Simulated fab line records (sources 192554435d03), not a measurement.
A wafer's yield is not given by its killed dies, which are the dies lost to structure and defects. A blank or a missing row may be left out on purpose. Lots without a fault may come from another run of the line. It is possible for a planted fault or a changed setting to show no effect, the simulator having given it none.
fab line records | flow n5Finfet
[record] lots = 6 wafers = 18 lastDay = 20
route steps=1938 shown BEOL_M7@1273 PASSIVATION@1936
lots with no fault: from the same line, run without faults
startH: start of the lot's first displayed wafer, in hours after the record's first day | waitH: hours elapsed since this lot's preceding step | " identical to the entry in the row above | L1.1+2: a single row standing in for several wafers | - value missing, or start not given | * or withheld: withheld | < > ~ a bound
route shown NAME@n: NAME is a module with steps in the file, n the number in the route of the first one | usual: mean/standard deviation of fault-free wafers | same: alike in all rows | chamber/n: place in a boat | sites: each site's reading | _std_site: the standard deviation of these | _edge_site: outer sites' mean less inner sites' | radiusMm: for every site, how far away it sits from the centre of the wafer | mask NAME#n: copy n | behind: the most recent tool/chamber to have shaped the wafer | hold: why the lot was held/for how many hours/how that ended | device: the n, p or np transistor that did not switch | end of line: at the end of the route, the tests of the same wafers | a step without rows: its recipe alone | killed: at the first sort, the dies lost to defects and structure; wafer yield is something else | map: dies across one wafer; x = killed, . = not, _ = none there
set.NAME: the setting the step ran with; set.NAME@STEP: the setting that earlier step ran with | model.NAME: the simulator's own value behind a step, which no gauge read
lots at some steps of the route; a table a step, a row a wafer
services: when a tool's chamber went out of use (startH, in hours from the record's first day, below 0 if earlier), for how many hours, and the reason
[[steps]]
[step N5_BEOL_M7_EXPOSE_08]
[recipe] maskId = M7 na = 1.35 sourceShape = dipole sigmaInner = 0.817 sigmaOuter = 0.97 polarization = te doseMj = 68.25
[step N5_BEOL_M7_PEB_09]
[recipe] pebTempC = withheld pebTimeS = 60 resist = CAR-ArF
[step N5_BEOL_M7_DEVELOP_10]
[recipe] developTimeS = 30 developer = TMAH resist = CAR-ArF rinseLiquid = diw dry = airSpin devTempC = 23
[step N5_BEOL_M7_CD_MEAS_11]
[recipe] targetCdNm = 38.5 landingEnergyEv = 500 detector = seInlens polarity = opening
[usual] cdNm = 38.0/0.52
// columns lot.wafer tool chamber startH waitH cdNm
L407.2 cdSem-03 0 274.65 - 37.8
L407.3 " 0 " " 37.4
L407.5 " 0 " " 37.7
L409.1 cdSem-02 0 304.24 - 39.0
L409.3 " 0 " " 38.8
L409.5 " 0 " " 38.7
L417.1 cdSem-03 0 323.32 - 38.3
L417.2 " 0 " " 38.3
L417.6 " 0 " " 38.3
L422.3 cdSem-02 0 348.62 - 37.9
L422.5 " 0 " " 38.9
L422.6 " 0 " " 38.2
L424.2 cdSem-01 0 376.20 - 38.5
L424.3 " 0 " " 38.0
L424.4 " 0 " " 37.3
L423.2 cdSem-02 0 386.79 - 37.8
L423.3 " 0 " " 38.5
L423.5 " 0 " " 38.3
[step N5_BEOL_M7_OVL_MEAS_12]
[recipe] pointsPerWafer = 44
[usual] M7_OVL = 0.3/0.81
// columns lot.wafer tool chamber startH waitH M7_OVL[nm]
L407.2 overlay-01 0 274.68 0.0 -0.7
L407.3 " 0 " " 0.0
L407.5 " 0 " " -1.0
L409.1 overlay-01 0 304.27 0.0 -0.4
L409.3 " 0 " " -0.9
L409.5 " 0 " " -0.6
L417.1 overlay-01 0 323.38 0.1 0.2
L417.2 " 0 " " 0.3
L417.6 " 0 " " 0.4
L422.3 overlay-01 0 348.65 0.0 0.8
L422.5 " 0 " " -0.2
L422.6 " 0 " " -0.6
L424.2 overlay-01 0 376.23 0.0 1.0
L424.3 " 0 " " -0.2
L424.4 " 0 " " 0.0
L423.2 overlay-01 0 386.86 0.1 -0.2
L423.3 " 0 " " 1.3
L423.5 " 0 " " 1.3
[step N5_BEOL_M7_INSPECT_13]
[recipe] mode = adi inspectInstrument = brightfield
[usual] rawDefectCount = 413/100
// columns lot.wafer tool chamber startH waitH rawDefectCount
L407.2 defectInspect-01 - 274.71 0.0 437
L407.3 " - " " 464
L407.5 " - " " 467
L409.1 defectInspect-02 - 304.29 0.0 425
L409.3 " - " " 309
L409.5 " - " " 227
L417.1 defectInspect-01 - 323.40 0.0 300
L417.2 " - " " 314
L417.6 " - " " 333
L422.3 defectInspect-01 - 348.67 0.0 482
L422.5 " - " " 686
L422.6 " - " " 638
L424.2 defectInspect-02 - 376.25 0.0 377
L424.3 " - " " 341
L424.4 " - " " 364
L423.2 defectInspect-02 - 386.88 0.0 483
L423.3 " - " " 519
L423.5 " - " " 346
[step N5_BEOL_M7_DESCUM_16]
[recipe] chemistry = O2 timeS = 7.9 sourcePowerW = 50 biasPowerW = 20 pressureMtorr = 20 rfFrequencyHz = 2.712e+07 tempC = 40 resist = CAR-ArF o2FlowSccm = 225
[usual] drypumpMotorCurrentA = 5.7/0.36 oesProductAu = 0.82/0.084 rfVppV = 242.9/1.6 showerheadPlenumPTorr = 2.08/0.083 tempC = 40.01/0.11 throttleValvePct = 20.30/0.26
// columns lot.wafer tool chamber startH waitH drypumpMotorCurrentA oesProductAu rfHoursCounterH rfVppV showerheadPlenumPTorr tempC throttleValvePct
L407.2 rieDiel-06 0 274.74 0.0 6.2 0.80 114 243.7 2.10 39.88 20.31
L407.3 " 3 " " 5.4 0.88 54 242.5 2.01 40.09 20.12
L407.5 " 0 " " 6.2 0.79 - 242.8 2.11 39.97 20.29
L409.1 rieDiel-06 2 304.36 0.1 5.2 0.83 60 243.7 2.10 40.09 19.89
L409.3 " 3 " " 5.4 0.85 65 242.7 2.00 39.97 20.13
L409.5 " 2 " " 5.2 0.83 - 243.3 2.10 39.89 19.88
L417.1 rieDiel-06 0 323.99 0.6 6.3 0.78 131 243.0 2.10 40.11 20.30
L417.2 " 3 " " 5.4 0.84 71 241.6 2.00 39.92 20.16
L417.6 " 3 " " 5.4 0.85 - 242.5 2.00 40.03 20.14
L422.3 rieDiel-02 0 348.71 0.0 5.8 0.91 32 240.0 2.06 39.95 20.54
L422.5 " 0 " " 5.8 0.92 - 241.8 2.06 39.98 20.54
L422.6 " 1 " " 5.4 0.74 - 240.8 2.01 39.76 20.30
L424.2 rieDiel-06 2 376.74 0.5 5.2 0.81 80 243.0 2.10 39.94 19.92
L424.3 " 1 " " 5.5 0.95 22 243.1 2.13 40.20 20.01
L424.4 " 3 " " 5.4 0.83 87 240.2 1.99 39.90 20.18
L423.2 rieDiel-02 1 386.91 0.0 5.4 0.73 188 241.6 2.00 40.07 20.34
L423.3 " 3 " " 5.8 0.71 231 242.8 2.18 40.07 20.70
L423.5 " 2 " " 5.7 0.72 - 240.0 1.91 40.09 20.61
[step N5_BEOL_M7_ETCH_61]
[recipe] chemistry = CF4 target = SiARC targetDepthA = 455 maskMaterial = CAR-ArF timeS = 75.8 ionEnergyEv = 80 pressureMtorr = 40 sourceW = 545 biasW = 36 Ar_flow_sccm = 100 cf4FlowSccm = 100 ends = cleared
[usual] drypumpMotorCurrentA = 5.7/0.36 etchRfOnTimeS = 74.2/2 oesProductAu = 0.70/0.072 rfVppV = 184.0/1.3 showerheadPlenumPTorr = 2.13/0.077 throttleValvePct = 15.48/0.16
// columns lot.wafer tool chamber startH waitH drypumpMotorCurrentA etchRfOnTimeS oesProductAu rfHoursCounterH rfVppV showerheadPlenumPTorr throttleValvePct
L407.2 rieDiel-06 0 274.78 0.0 6.2 74.9 0.66 114 183.5 2.14 15.41
L407.3 " 3 " " 5.4 75.7 0.73 54 182.6 2.09 15.56
L407.5 " 0 " " 6.2 75.0 0.66 - 185.3 2.14 15.40
L409.1 rieDiel-06 2 304.39 0.0 5.2 74.7 0.72 60 184.7 2.18 15.31
L409.3 " 3 " " 5.4 74.9 0.72 65 183.1 2.09 15.59
L409.5 " 2 " " 5.2 74.2 0.72 - 185.4 2.18 15.29
L417.1 rieDiel-06 0 324.03 0.0 6.3 74.2 0.65 131 183.7 2.14 15.43
L417.2 " 3 " " 5.4 76.2 0.71 71 182.8 2.09 15.59
L417.6 " 3 " " 5.5 76.3 0.72 - 183.7 2.09 15.59
L422.3 rieDiel-02 0 348.74 0.0 5.8 74.5 0.78 32 183.1 2.11 15.53
L422.5 " 0 " " 5.8 74.6 0.78 - 183.5 2.11 15.52
L422.6 " 1 " " 5.4 75.2 0.63 - 181.8 2.07 15.57
L424.2 rieDiel-06 2 376.78 0.0 5.2 74.7 0.71 80 184.5 2.18 15.33
L424.3 " 1 " " 5.4 72.0 0.83 22 185.9 2.16 15.14
L424.4 " 3 " " 5.4 76.6 0.69 87 183.0 2.08 15.62
L423.2 rieDiel-02 1 386.95 0.0 5.4 75.2 0.62 188 181.9 2.06 15.60
L423.3 " 3 " " 5.8 75.3 0.60 231 184.8 2.18 15.61
L423.5 " 2 " " 5.7 75.2 0.62 - 181.2 1.96 15.71
[step N5_BEOL_M7_ETCH_62]
[recipe] chemistry = N2/H2 target = SOC targetDepthA = 1100 overetchA = 220 maskMaterial = SiARC tempC = 40 timeS = 165 ionEnergyEv = 200 pressureMtorr = 30 sourceW = 840 biasW = 150 n2FlowSccm = 200 h2FlowSccm = 200
[usual] drypumpMotorCurrentA = 5.7/0.37 oesProductAu = 0.68/0.068 rfVppV = 523/3.1 showerheadPlenumPTorr = 2.53/0.11 tempC = 40.01/0.11 throttleValvePct = 17.67/0.23
// columns lot.wafer tool chamber startH waitH drypumpMotorCurrentA oesProductAu rfHoursCounterH rfVppV showerheadPlenumPTorr tempC throttleValvePct
L407.2 rieDiel-06 0 274.83 0.0 6.2 0.65 114 525 2.53 39.84 17.37
L407.3 " 3 " " 5.4 0.73 54 522 2.46 40.11 17.51
L407.5 " 0 " " 6.2 0.65 - 523 2.53 40.00 17.39
L409.1 rieDiel-06 2 304.45 0.0 5.2 0.71 60 524 2.59 39.86 17.50
L409.3 " 3 " " 5.4 0.72 65 522 2.45 39.93 17.54
L409.5 " 2 " " 5.2 0.71 - 525 2.59 40.09 17.49
L417.1 rieDiel-06 0 324.09 0.0 6.3 0.64 131 523 2.52 39.92 17.39
L417.2 " 3 " " 5.4 0.71 71 521 2.45 39.82 17.53
L417.6 " 3 " " 5.5 0.71 - 522 2.45 39.87 17.55
L422.3 rieDiel-02 0 348.80 0.0 5.8 0.77 32 522 2.51 39.85 18.03
L422.5 " 0 " " 5.8 0.76 - 522 2.51 39.82 18.02
L422.6 " 1 " " 5.4 0.63 - 520 2.44 39.95 17.78
L424.2 rieDiel-06 2 376.83 0.0 5.2 0.68 80 525 2.58 39.98 17.52
L424.3 " 1 " " 5.5 0.79 22 525 2.58 40.07 17.35
L424.4 " 3 " " 5.4 0.69 87 522 2.44 39.79 17.58
L423.2 rieDiel-02 1 387.00 0.0 5.4 0.62 188 520 2.44 40.07 17.80
L423.3 " 3 " " 5.9 0.59 231 524 2.61 39.82 17.90
L423.5 " 2 " " 5.7 0.61 - 518 2.29 40.00 17.75
[step N5_BEOL_M7_STRIP_68]
[recipe] chemistry = N2/H2 tempC = 40 n2FlowSccm = 200 h2FlowSccm = 200 rfFrequencyHz = 6e+07
[step N5_BEOL_M7_STRIP_67]
[recipe] chemistry = CF4 resist = SiARC powerW = 300 biasPowerW = 75 pressureMtorr = 50 cf4FlowSccm = 150 rfFrequencyHz = 6e+07
[usual] chamberPressureMTorr = 49.99/0.047 drypumpMotorCurrentA = 5.7/0.36 oesProductAu = 0.81/0.079 rfVppV = 270.9/1.8 showerheadPlenumPTorr = 1.78/0.066 throttleValvePct = 13.45/0.17
// columns lot.wafer tool chamber startH waitH chamberPressureMTorr drypumpMotorCurrentA oesProductAu rfHoursCounterH rfVppV showerheadPlenumPTorr throttleValvePct
L407.2 rieDiel-06 0 274.98 0.0 50.09 6.2 0.77 114 271.2 1.80 13.42
L407.3 " 3 " " 50.03 5.4 0.86 54 270.6 1.75 13.52
L407.5 " 0 " " 49.97 6.3 0.78 - 269.9 1.80 13.41
L409.1 rieDiel-06 2 304.59 0.0 49.99 5.2 0.83 60 269.8 1.82 13.20
L409.3 " 3 " " 49.99 5.4 0.85 65 269.6 1.75 13.54
L409.5 " 2 " " 50.00 5.2 0.83 - 271.2 1.82 13.21
L417.1 rieDiel-06 0 324.23 0.0 50.05 6.2 0.76 131 270.2 1.79 13.45
L417.2 " 3 " " 50.00 5.4 0.84 71 270.7 1.75 13.55
L417.6 " 3 " " 49.98 5.4 0.84 - 269.8 1.75 13.57
L422.3 rieDiel-02 0 348.94 0.0 50.04 5.8 0.91 32 272.3 1.75 13.41
L422.5 " 0 " " 50.04 5.8 0.91 - 272.3 1.75 13.40
L422.6 " 1 " " 50.07 5.4 0.74 - 268.8 1.73 13.59
L424.2 rieDiel-06 2 376.98 0.0 49.97 5.2 0.81 80 271.5 1.81 13.27
L424.3 " 1 " " 50.00 5.5 0.93 22 272.2 1.80 13.10
L424.4 " 3 " " 49.95 5.4 0.81 87 269.1 1.75 13.59
L423.2 rieDiel-02 1 387.15 0.0 49.96 5.4 0.74 188 270.0 1.73 13.60
L423.3 " 3 " " 49.99 5.9 0.70 231 272.9 1.82 13.62
L423.5 " 2 " " 50.00 5.7 0.73 - 268.2 1.63 13.66
[step N5_BEOL_M7_HM_OPEN_17]
[recipe] chemistry = Cl2/BCl3 targetDepthA = 200 overetchA = 60 target = TiN maskMaterial = SOC ionEnergyEv = 150 pressureMtorr = 10 icpW = 1000 biasW = 126 Cl2_flow_sccm = 53.25 bcl3FlowSccm = 21.75 Ar_flow_sccm = 25
[usual] drypumpMotorCurrentA = 5.7/0.43 heBacksideLeakSccm = 3.44/0.16 oesProductAu = 0.68/0.07 throttleValvePct = 22.07/0.26
// columns lot.wafer tool chamber startH waitH drypumpMotorCurrentA heBacksideLeakSccm oesProductAu rfHoursCounterH throttleValvePct
L407.2 rieMetal-03 1 275.02 0.0 5.7 3.29 0.62 67 22.14
L407.3 " 0 " " 5.7 3.40 0.64 - 21.86
L407.5 " 1 " " 5.7 3.31 0.63 - 22.12
L409.1 rieMetal-03 1 304.63 0.0 5.6 3.39 0.62 69 22.13
L409.3 " 0 " " 5.7 3.43 0.65 - 21.85
L409.5 " 0 " " 5.7 3.41 0.64 - 21.86
L417.1 rieMetal-01 0 324.27 0.0 5.0 3.30 0.64 48 22.09
L417.2 " 1 " " 5.9 3.71 0.77 11 21.76
L417.6 " 0 " " 5.0 3.29 0.64 - 22.09
L422.3 rieMetal-03 0 349.01 0.1 5.7 3.22 0.62 - 21.88
L422.5 " 0 " " 5.7 3.41 0.62 - 21.87
L422.6 " 1 " " 5.7 3.38 0.61 - 22.17
L424.2 rieMetal-01 0 377.02 0.0 5.0 3.29 0.62 53 22.10
L424.3 " 0 " " 5.0 3.25 0.64 - 22.08
L424.4 " 1 " " 5.9 3.62 0.75 - 21.79
L423.2 rieMetal-01 0 387.20 0.0 5.0 3.15 0.62 54 22.11
L423.3 " 0 " " 5.0 3.26 0.62 - 22.11
L423.5 " 1 " " 5.9 3.52 0.73 - 21.80
[step N5_BEOL_M7_STRIP_19]
[recipe] chemistry = O2 powerW = 400 tempC = 40 pressureMtorr = 30 rfFrequencyHz = 6e+07 biasPowerW = 0 overashFraction = 0.2 o2FlowSccm = 225
[usual] chamberPressureMTorr = 30.00/0.032 drypumpMotorCurrentA = 5.7/0.39 oesProductAu = 0.83/0.085 rfVppV = 3.7/0.56 showerheadPlenumPTorr = 2.10/0.074 tempC = 40.00/0.13 throttleValvePct = 16.54/0.23
// columns lot.wafer tool chamber startH waitH chamberPressureMTorr drypumpMotorCurrentA oesProductAu rfHoursCounterH rfVppV showerheadPlenumPTorr tempC throttleValvePct
L407.2 rieDiel-06 2 275.13 0.1 30.02 5.2 0.84 49 3.3 2.11 40.33 16.17
L407.3 " 0 " " 30.07 6.3 0.78 114 4.1 2.11 39.90 16.52
L407.5 " 0 " " 30.01 6.2 0.79 - 4.5 2.11 39.92 16.53
L409.1 rieDiel-06 1 304.99 0.3 38.93 5.5 1.02 3 3.0 2.14 40.28 16.29
L409.3 " 0 " " 30.00 6.2 0.78 125 3.1 2.11 39.87 16.55
L409.5 " 0 " " 30.03 6.2 0.79 - 3.3 2.11 40.00 16.57
L417.1 rieDiel-06 2 324.38 0.1 30.00 5.2 0.82 66 3.8 2.10 40.18 16.22
L417.2 " 3 " " 29.98 5.4 0.85 71 4.1 2.00 39.97 16.46
L417.6 " 1 " " 38.98 5.5 0.99 - 4.7 2.14 39.90 16.29
L422.3 rieDiel-02 2 349.10 0.1 29.94 5.7 0.73 189 3.8 1.92 40.00 16.83
L422.5 " 1 " " 30.01 5.4 0.73 - 4.3 2.01 39.90 16.59
L422.6 " 0 " " 30.07 5.8 0.92 - 3.9 2.07 39.97 16.68
L424.2 rieDiel-03 1 377.28 0.2 30.00 5.8 0.96 17 4.6 2.16 39.99 16.89
L424.3 " 3 " " 30.01 5.2 0.82 89 3.8 2.18 40.03 16.45
L424.4 " 0 " " 30.01 6.1 0.76 172 4.1 2.11 40.05 16.57
L423.2 rieDiel-03 1 387.31 0.1 29.93 5.8 0.94 20 4.0 2.16 40.05 16.89
L423.3 " 2 " " 30.04 6.3 0.80 122 4.0 2.18 39.96 16.54
L423.5 " 1 " " 30.00 5.8 0.94 - 3.1 2.16 40.12 16.90
[step N5_BEOL_M7_CD_MEAS_18]
[recipe] pitchNm = 80 targetCdNm = 40
[usual] cdNm = 39.7/0.55
// columns lot.wafer tool chamber startH waitH cdNm
L407.2 cdSem-03 - 275.20 0.1 38.4
L407.3 " - " " 38.9
L407.5 " - " " 39.5
L409.1 cdSem-02 - 305.06 0.0 40.0
L409.3 " - " " 40.0
L409.5 " - " " 39.9
L417.1 cdSem-01 - 324.46 0.1 39.9
L417.2 " - " " 40.0
L417.6 " - " " 39.7
L422.3 cdSem-02 - 349.17 0.1 39.2
L422.5 " - " " 39.7
L422.6 " - " " 39.6
L424.2 cdSem-02 - 377.35 0.1 39.2
L424.3 " - " " 39.2
L424.4 " - " " 38.9
L423.2 cdSem-03 - 387.38 0.1 39.7
L423.3 " - " " 40.2
L423.5 " - " " 40.2
[step N5_PASSIVATION_PROBE_49]
[usual] defectLimitedYield = 91.4/1.4 killed_at_M0_to_M3 = 34/9.1 killed_at_M4_up = 14/5.2 killedAtContacts = 12/6.4 killedAtFrontEnd = 38/11 killedAtOther = 3.7/2.8 killedDies = 102/17 killedOpen = 68/13 killedShort = 32/7.8 sort_bin_4_leakage = 0.05/0.3 sort_bin_5_function = 5.1/1 sort_bin_6_memory = 3.2/0.66 sort_bin_8_speed = 0.1/0.92 sortNPass = 1076/19 sortYieldPct = 91.2/1.6
[same] grossDies = 1180 killedAtBackSide = 0
// columns lot.wafer tool chamber startH waitH defectLimitedYield[%] killed_at_M0_to_M3 killed_at_M4_up killedAtContacts killedAtFrontEnd killedAtOther killedDies killedOpen killedShort sort_bin_4_leakage[%] sort_bin_5_function[%] sort_bin_6_memory[%] sort_bin_8_speed[%] sortNPass sortYieldPct[%]
L417.2 prober-01 - 405.29 0.1 93.1 27 12 9 34 0 82 48 32 0 3.9 2.7 0 1098 93.1
// killed by level:class
L417.2 FIN_SAQP:geometricParticle:open=8 MOL_CONTACT_COAG:geometricParticle:open=8 BEOL_M2:geometricParticle:short=7 BEOL_M2:geometricParticle:open=6 FIN_SAQP:geometricParticle:short=5 GATE_CUT:geometricParticle:short=5 BEOL_M0_SAQP:geometricParticle:open=5 STARTING-WAFER:geometricParticle:short=4
[[services]]
// columns tool chamber startH hours kind
rieDiel-06 1 270.24 - clean
rieDiel-06 1 270.24 - consumableReplace:focusRing
rieDiel-06 1 270.24 24.8 scheduledDown
rieDiel-06 1 270.24 24.8 ventCycle
rieDiel-03 1 291.62 - clean
rieDiel-03 1 291.62 - consumableReplace:focusRing
rieDiel-03 1 291.62 13.8 scheduledDown
rieDiel-03 1 291.62 13.8 ventCycle
rieMetal-03 - 319.56 0.5 repair
rieDiel-03 1 329.37 6.6 repair
rieDiel-03 1 340.94 8.2 repair
rieDiel-03 0 353.27 4.3 repair
rieDiel-02 0 384.42 8.9 repair
[[key]]
[firstSign] step = N5_BEOL_M7_STRIP_19 reading = chamberPressureMTorr direction = up sigmas = 99+ usual = * struck = *
effect none on later readings
metAt N5_BEOL_M7_STRIP_19
struckWafers L409.1,L417.6
[fault] kind = processParameterDrift tool = rieDiel-06 chamber = 1 onsetH = 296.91 steps = N5_BEOL_M7_STRIP_19 channel = pressureMtorr offset = * shape = step endH = 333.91 actsIn = * stated = *
